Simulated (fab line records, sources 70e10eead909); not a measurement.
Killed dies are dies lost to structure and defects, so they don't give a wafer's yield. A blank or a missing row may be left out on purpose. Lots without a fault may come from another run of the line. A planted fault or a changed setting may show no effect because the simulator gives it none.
fab line records | flow nand_harc
record lots=13 wafers=39 last_day=24
route steps=1159 shown A_CONTACT@942 A_BLC@969 END@1159
lots that met no fault: from a run of the same line without faults
start_h: hours from the record's first day to the start of the lot's first wafer shown | wait_h: hours since the lot's step before | " the same as in the row above | L1.1+2: a row that stands for several wafers | - no value, or no start given | * or withheld: withheld | < > ~ a bound
route shown NAME@n: a module of which the file shows steps, and the number in the route of the first | usual: mean/standard deviation of fault-free wafers | same: alike in all rows | chamber/n: place in a boat | sites: the reading at each site | _std_site: their standard deviation | _edge_site: outer sites' mean less inner sites' | radius_mm: how far each site lies from the wafer's centre | mask NAME#n: copy n | behind: the tool/chamber that last shaped the wafer | hold: why the lot was held/for how many hours/how that ended | device: the transistor (n, p or np) that didn't switch | end of line: the same wafers' tests at the end of the route | a step without rows: its recipe alone | killed: dies lost to structure and defects at the first sort, not the wafer's yield | map: a wafer's dies, x killed, . not, _ none there
set.NAME: the setting as run; set.NAME@STEP: as run at that earlier step | model.NAME: the simulator's own value behind a step, which no gauge read
steps of the route over a sample of lots; a table a step, a row a wafer
services: from which hour (start_h, from the record's first day; less than 0 if before it) a tool's chamber was out of use, for how many hours, and why
## steps
# step NHARC_A_CONTACT_ETCH_31
# recipe target_depth_a=20000 over_etch_frac=0.3 time_s=520 ion_energy_ev=150 o2_flow_sccm=400 cos_flow_sccm=20 ar_flow_sccm=0 rf_w=500 bias_w=300 chemistry=O2/COS
# usual bias_w=299.9/0.85 drypump_motor_current_A=5.6/0.45 oes_product_au=0.999/0.0083 rf_vpp_V=314.2/2.2 showerhead_plenum_p_Torr=3.13/0.15 throttle_valve_pct=28.331/0.0099
# columns lot.wafer tool chamber start_h wait_h bias_w drypump_motor_current_A oes_product_au rf_hours_counter_h rf_vpp_V showerhead_plenum_p_Torr throttle_valve_pct
L909.1 rie_diel-03 2 - - 299.1 5.2 1.000 62 317.3 3.31 28.341
L909.3 " 3 " " 301.4 5.3 0.996 64 312.0 2.92 28.332
L909.5 " 3 " " 299.0 5.3 1.007 - 311.3 2.92 28.331
L911.2 rie_diel-09 2 - - 299.7 5.6 0.999 57 316.4 3.19 28.331
L911.4 " 3 " " 300.3 5.6 0.998 59 316.6 3.25 28.339
L911.5 " 3 " " 299.6 5.6 1.001 - 315.3 3.25 28.328
L912.2 rie_diel-01 0 - - 300.5 5.7 0.999 20 318.3 3.36 28.341
L912.5 " 3 " " 299.9 6.2 0.997 - 314.0 3.07 28.329
L912.6 " 1 " " 299.4 6.1 0.984 - 312.1 2.96 28.336
L913.3 rie_diel-01 2 - - 299.8 5.6 1.000 14 313.5 3.05 28.326
L913.4 " 3 " " 300.2 6.2 0.996 22 312.5 3.07 28.326
L913.5 " 0 " " 300.0 5.7 0.998 - 318.7 3.36 28.331
L915.4 rie_diel-01 1 - - 297.6 6.1 0.995 21 312.0 2.96 28.351
L915.2 " 2 " " 300.9 5.6 0.998 16 313.3 3.05 28.330
L915.6 " 1 " " 299.3 6.1 0.989 - 311.7 2.96 28.352
L918.4 rie_diel-09 1 - - 300.8 5.0 1.001 2 312.4 2.91 28.348
L918.2 " 2 " " 298.7 5.7 0.993 3 315.3 3.19 28.352
L918.5 " 1 " " 300.2 5.1 1.010 - 311.9 2.91 28.332
L919.3 rie_diel-01 3 - - 299.3 6.2 0.997 29 311.9 3.07 28.311
L919.4 " 0 " " 300.2 5.7 1.001 27 317.1 3.36 28.328
L919.6 " 3 " " 300.6 6.2 1.009 - 312.6 3.07 28.337
L917.3 rie_diel-01 0 - - 300.5 5.7 0.995 28 318.5 3.36 28.322
L917.5 " 3 " " 299.4 6.2 1.006 - 313.3 3.07 28.327
L917.6 " 0 " " 301.5 5.7 0.993 - 318.2 3.36 28.325
L916.4 rie_diel-03 2 - - 298.3 5.2 0.999 19 315.5 3.30 28.335
L916.1 " 0 " " 299.6 5.8 0.994 9 315.7 3.17 28.334
L916.6 " 1 " " 299.6 4.8 1.018 - 314.9 3.23 28.342
L923.3 rie_diel-01 2 - - 299.7 5.6 1.001 26 312.6 3.04 28.312
L923.6 " 1 " " 300.1 6.1 1.003 - 312.1 2.95 28.327
L923.4 " 2 " " 301.2 5.6 0.991 - 313.9 3.04 28.326
L929.2 rie_diel-03 1 - - 298.8 4.7 1.005 48 316.2 3.22 28.324
L929.6 " 1 " " 299.9 4.7 1.011 - 315.5 3.22 28.335
L929.5 " 3 " " 300.1 5.3 0.999 - 310.6 2.90 28.327
L930.3 rie_diel-01 2 - - 298.0 5.6 1.002 6 313.1 3.04 28.336
L930.1 " 0 " " 300.6 5.7 0.990 7 316.8 3.35 28.339
L930.5 " 2 " " 298.9 5.6 0.987 - 313.9 3.04 28.335
L931.1 rie_diel-01 2 - - 299.9 5.5 0.993 7 312.4 3.04 28.337
L931.2 " 0 " " 299.3 5.7 0.991 8 317.1 3.35 28.328
L931.5 " 2 " " 300.9 5.5 0.986 - 313.2 3.04 28.340
# step NHARC_A_CONTACT_ETCH_137
# recipe source_w=withheld pressure_mtorr=20 bias_v=3000 time_s=132 target_depth_a=12870 ar_flow_sccm=withheld c4f8_flow_sccm=withheld o2_flow_sccm=withheld chemistry=C4F8/O2/Ar
# columns lot.wafer tool chamber start_h wait_h rf_hours_counter_h
L909.1 har_cap_etch-02 0 388.40 0.1 14
L909.3 " 1 " " -
L909.5 " 0 " " -
L911.2 har_cap_etch-03 1 403.34 0.1 88
L911.4 " 1 " " -
L911.5 " 0 " " -
L912.2 har_cap_etch-02 1 414.65 0.1 18
L912.5 " 1 " " -
L912.6 " 0 " " -
L913.3 har_cap_etch-02 0 419.54 0.1 -
L913.4 " 1 " " -
L913.5 " 0 " " -
L915.2 har_cap_etch-03 1 433.23 0.1 92
L915.4 " 0 " " -
L915.6 " 0 " " -
L918.2 har_cap_etch-01 0 445.90 0.1 70
L918.4 " 0 " " -
L918.5 " 0 " " -
L919.4 har_cap_etch-01 1 452.28 0.1 -
L919.3 " 0 " " -
L919.6 " 0 " " -
L917.3 har_cap_etch-03 0 453.25 0.1 -
L917.5 " 1 " " -
L917.6 " 0 " " -
L916.1 har_cap_etch-02 1 453.61 0.1 25
L916.4 " 1 " " -
L916.6 " 0 " " -
L923.3 har_cap_etch-02 0 481.22 0.1 -
L923.4 " 1 " " -
L923.6 " 0 " " -
L929.2 har_cap_etch-01 0 518.56 0.1 84
L929.5 " 0 " " -
L929.6 " 1 " " -
L930.1 har_cap_etch-01 1 526.28 0.1 85
L930.3 " 0 " " -
L930.5 " 0 " " -
L931.1 har_cap_etch-02 0 530.97 0.1 38
L931.2 " 1 " " 38
L931.5 " 0 " " -
# step NHARC_A_CONTACT_INSPECT_23
# usual raw_defect_count=447/130
# columns lot.wafer tool chamber start_h wait_h raw_defect_count
L909.1 defect_inspect-02 - 396.65 0.1 259
L909.3 " - " " 262
L909.5 " - " " 349
L911.2 defect_inspect-01 - 410.08 0.1 363
L911.4 " - " " 351
L911.5 " - " " 334
L912.2 defect_inspect-02 - 418.02 0.1 385
L912.5 " - " " 356
L912.6 " - " " 409
L913.3 defect_inspect-01 - 426.88 0.1 648
L913.4 " - " " 310
L913.5 " - " " 585
L915.2 defect_inspect-01 - 438.71 0.1 429
L915.4 " - " " 611
L915.6 " - " " 540
L918.2 defect_inspect-01 - 449.18 0.1 389
L918.4 " - " " 718
L918.5 " - " " 498
L919.3 defect_inspect-01 - 455.67 0.1 316
L919.4 " - " " 349
L919.6 " - " " 461
L917.3 defect_inspect-01 - 460.66 0.1 311
L917.5 " - " " 419
L917.6 " - " " 458
L916.1 defect_inspect-01 - 460.82 0.1 393
L916.4 " - " " 382
L916.6 " - " " 473
L923.3 defect_inspect-01 - 490.34 0.1 331
L923.4 " - " " 351
L923.6 " - " " 643
L929.2 defect_inspect-01 - 522.76 0.1 327
L929.5 " - " " 523
L929.6 " - " " 394
L930.1 defect_inspect-02 - 534.10 0.1 337
L930.3 " - " " 312
L930.5 " - " " 379
L931.1 defect_inspect-01 - 534.85 0.1 449
L931.2 " - " " 469
L931.5 " - " " 403
# step NHARC_A_BLC_SOFTBAKE_05
# recipe temp_c=105 time_s=55
# usual chill_plate_temp_C=23.00/0.099 heater_power_total_W=188.44/0.13
# columns lot.wafer tool chamber start_h wait_h chill_plate_temp_C heater_power_total_W
L909.1 litho_track-04 0 396 - 22.98 188.59
L909.3 " 0 " " 23.10 188.70
L909.5 " 0 " " 23.01 188.53
L911.2 litho_track-01 0 410 - 22.80 188.74
L911.4 " 0 " " 23.13 188.58
L911.5 " 0 " " 22.98 188.72
L912.2 litho_track-06 0 418 - 23.04 188.42
L912.5 " 0 " " 22.98 188.32
L912.6 " 0 " " 23.12 188.32
L913.3 litho_track-04 0 426 - 23.12 188.31
L913.4 " 0 " " 23.12 188.78
L913.5 " 0 " " 23.07 188.37
L915.2 litho_track-01 0 438 - 23.06 188.30
L915.4 " 0 " " 23.14 188.34
L915.6 " 0 " " 23.03 188.43
L918.2 litho_track-06 0 449 - 22.92 188.23
L918.4 " 0 " " 22.90 188.44
L918.5 " 0 " " 22.97 188.38
L919.3 litho_track-06 0 455 - 23.10 188.50
L919.4 " 0 " " 22.91 188.32
L919.6 " 0 " " 23.16 188.30
L917.3 litho_track-06 0 460 - 23.07 177.65
L917.5 " 0 " " 22.98 177.97
L917.6 " 0 " " 23.03 177.99
L916.1 litho_track-01 0 460 - 22.82 188.36
L916.4 " 0 " " 22.96 188.58
L916.6 " 0 " " 22.89 188.36
L923.3 litho_track-06 0 490 - 22.96 177.68
L923.4 " 0 " " 22.79 177.76
L923.6 " 0 " " 22.93 177.93
L929.2 litho_track-01 0 522 - 22.95 188.43
L929.5 " 0 " " 23.12 188.34
L929.6 " 0 " " 22.95 188.56
L930.1 litho_track-04 0 534 - 22.96 188.37
L930.3 " 0 " " 22.91 188.48
L930.5 " 0 " " 22.97 188.76
L931.1 litho_track-01 0 534 - 22.92 188.30
L931.2 " 0 " " 22.98 188.35
L931.5 " 0 " " 22.99 188.42
# step NHARC_END_SORT_01
# recipe temp_c=25
# usual killed_at_array=24/8.8 killed_at_other=0.7/0.99 killed_at_periphery=3.5/2.6 killed_dies=28/9.3 killed_open=3.2/1.7 killed_short=1.7/1.4
# same gross_dies=677
# columns lot.wafer tool chamber start_h wait_h killed_at_array killed_at_other killed_at_periphery killed_dies killed_open killed_short
L909.1 prober-02 0 455.82 2.5 17 0 8 25 1 2
L909.3 prober-02 0 457.39 3.1 20 0 6 26 3 1
L909.5 prober-02 0 458.95 3.6 22 0 7 29 2 1
L929.2 prober-02 0 570.82 2.8 22 0 4 26 5 2
L929.5 prober-02 0 573.21 3.7 26 2 3 31 6 0
L929.6 prober-02 0 574.01 4.0 26 2 3 31 3 1
# killed by level:class
L909.1 P_CONTACT:chamber_film_flake=7 A_SLIT:chamber_film_flake=6 A_CHANNEL_HOLE_D1:chamber_film_flake=3 A_WL_FILL:chamber_film_flake=3 A_CONTACT:geometric_particle:short=2 A_CONTACT:geometric_particle:open=1 P_ZERO_WELL:chamber_film_flake=1 A_STAIRCASE:chamber_film_flake=1
L909.3 A_SLIT:chamber_film_flake=6 A_STAIRCASE:chamber_film_flake=5 A_WL_FILL:chamber_film_flake=4 P_CONTACT:chamber_film_flake=3 A_CONTACT:chamber_film_flake=2 P_GATE:geometric_particle:short=1 P_M0:geometric_particle:open=1 A_CHANNEL_FILL_D1:geometric_particle:open=1
L909.5 A_SLIT:chamber_film_flake=9 P_CONTACT:chamber_film_flake=4 A_CONTACT:chamber_film_flake=4 A_STAIRCASE:chamber_film_flake=3 A_CHANNEL_HOLE_D1:chamber_film_flake=3 P_GATE:chamber_film_flake=2 P_CONTACT:geometric_particle:open=1 A_ONON_D1:geometric_particle:short=1
L929.2 A_SLIT:chamber_film_flake=10 P_M0:chamber_film_flake=2 A_CHANNEL_HOLE_D1:chamber_film_flake=2 A_STAIRCASE:chamber_film_flake=2 A_CONTACT:chamber_film_flake=2 P_M2:geometric_particle:open=1 A_ONON_D1:geometric_particle:open=1 A_CHANNEL_FILL_D1:geometric_particle:open=1
L929.5 A_SLIT:chamber_film_flake=10 A_CHANNEL_HOLE_D1:chamber_film_flake=5 A_STAIRCASE:chamber_film_flake=3 A_BLC:geometric_particle:open=2 A_CONTACT:chamber_film_flake=2 P_GATE:geometric_particle:open=1 A_CHANNEL_FILL_D1:geometric_particle:open=1 A_CONTACT:geometric_particle:open=1
L929.6 A_SLIT:chamber_film_flake=15 A_CHANNEL_HOLE_D1:chamber_film_flake=4 A_CONTACT:chamber_film_flake=2 A_STAIRCASE:chamber_film_flake=2 THIN_TSV:chamber_film_flake=2 P_CONTACT:geometric_particle:open=1 P_M0:geometric_particle:open=1 A_CHANNEL_FILL_D1:geometric_particle:short=1
## services
# columns tool chamber start_h hours kind
rie_diel-09 0 371.94 1.3 repair
rie_diel-01 0 372.84 - clean
rie_diel-01 1 372.84 - clean
rie_diel-01 2 372.84 - clean
rie_diel-01 3 372.84 - clean
rie_diel-01 2 381.19 32.8 repair
rie_diel-01 1 383.76 2.5 repair
rie_diel-03 - 392.34 9.0 pm
rie_diel-01 0 397.35 - clean
rie_diel-01 1 397.35 - clean
rie_diel-01 3 397.35 - clean
rie_diel-03 2 408.24 2.8 repair
rie_diel-01 0 421.93 - clean
rie_diel-01 1 421.93 - clean
rie_diel-01 0 424.13 5.2 repair
rie_diel-09 - 432.52 9.0 pm
litho_track-01 - 443.00 7.0 pm
rie_diel-01 - 465.79 1.9 repair
litho_track-06 - 467.00 7.0 pm
litho_track-04 - 491.00 7.0 pm
rie_diel-01 - 491.84 9.0 pm
rie_diel-03 2 513.89 7.6 repair
rie_diel-09 3 514.81 12.1 repair
rie_diel-01 - 515.86 0.1 repair
## key
first_sign step=NHARC_A_BLC_SOFTBAKE_05 reading=heater_power_total_W direction=down sigmas=81 usual=* struck=*
effect none on later readings
met_at NHARC_A_BLC_SOFTBAKE_05
struck_lots L917,L923
tester_left_out L917,L923
not_acting_at NHARC_A_CONTACT_ETCH_31,NHARC_A_CONTACT_ETCH_137,NHARC_A_CONTACT_INSPECT_23
onset_between 455 460
fault kind=process_parameter_drift tool=litho_track-06 chamber=- onset_h=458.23 steps=NHARC_A_BLC_SOFTBAKE_05 channel=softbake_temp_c offset=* shape=step end_h=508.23 acts_in=* stated=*
# tester_left_out: of these lots the tester's yield and bins aren't shown, on N5 and GAA mostly nor the transistor test; their killed dies are dies lost to structure and defects alone, not to doping, threshold or leakage, so they don't give the yield
